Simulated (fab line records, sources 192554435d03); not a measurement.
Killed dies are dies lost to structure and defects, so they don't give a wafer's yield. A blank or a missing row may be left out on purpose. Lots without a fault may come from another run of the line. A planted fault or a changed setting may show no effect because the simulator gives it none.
Chamber matching | flow n5_finfet | N5_HKMG_FIN_HK_ALD_01 on ald_hk-03: 4 sister chambers
The step deposits HfO2, target thk 1.6 nm, pulse time 3 s, purge time 3 s. 16 wafers are shown with their chamber, then 8 later ones without.

WAFERS WITH THEIR CHAMBER
wafer  | chamber | precursor_pulse_height_rel
L076.1 | 3       | 0.967
L076.4 | 1       | 0.991
L076.6 | 0       | 1.008
L086.1 | 3       | 1.046
L086.2 | 2       | 0.978
L086.4 | 0       | 1.002
L087.1 | 1       | 0.999
L087.5 | 2       | 0.995
L087.6 | 1       | 0.973
L089.2 | 0       | 0.974
L089.5 | 2       | 0.992
L089.6 | 1       | 1.012
L092.1 | 0       | 1.011
L092.2 | 3       | 0.986
L092.4 | 2       | 1.022
L093.2 | 1       | 0.995

SIGNATURES (means of the wafers above)
reading                    | chamber 0 | chamber 1 | chamber 2 | chamber 3 | scatter within a chamber
precursor_pulse_height_rel | 0.99875   | 0.99400   | 0.99675   | 0.99967   | 0.0225
Rule: a wafer's distance from a chamber is the root of the sum, over the readings, of the square of ((its reading less the chamber's mean) divided by the reading's scatter). The wafer belongs to the nearest chamber; if the next one is less than 2 further off, it can't be placed. The scatter: the root of (the sum of the squares of (reading less its chamber's mean) over the shown wafers, divided by (wafers less chambers)).

WAFERS WITHOUT THEIR CHAMBER
wafer  | precursor_pulse_height_rel
L093.5 | 1.026
L093.6 | 0.996
L096.1 | 1.006
L096.2 | 0.987
L096.5 | 0.990
L097.1 | 0.971
L097.2 | 0.982
L097.5 | 0.985

WHICH CHAMBER EACH WENT THROUGH
wafer  | from the rows above               | in truth
L093.5 | can't be placed: 3 or 0 or 2 or 1 | 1
L093.6 | can't be placed: 2 or 1 or 0 or 3 | 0
L096.1 | can't be placed: 3 or 0 or 2 or 1 | 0
L096.2 | can't be placed: 1 or 2 or 0 or 3 | 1
L096.5 | can't be placed: 1 or 2 or 0 or 3 | 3
L097.1 | can't be placed: 1 or 2 or 0 or 3 | 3
L097.2 | can't be placed: 1 or 2 or 0 or 3 | 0
L097.5 | can't be placed: 1 or 2 or 0 or 3 | 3
Placed correctly: 0 of 8. Can't be placed from these rows: 8 (the true chamber is among the candidates in 8). Placed wrongly: 0.
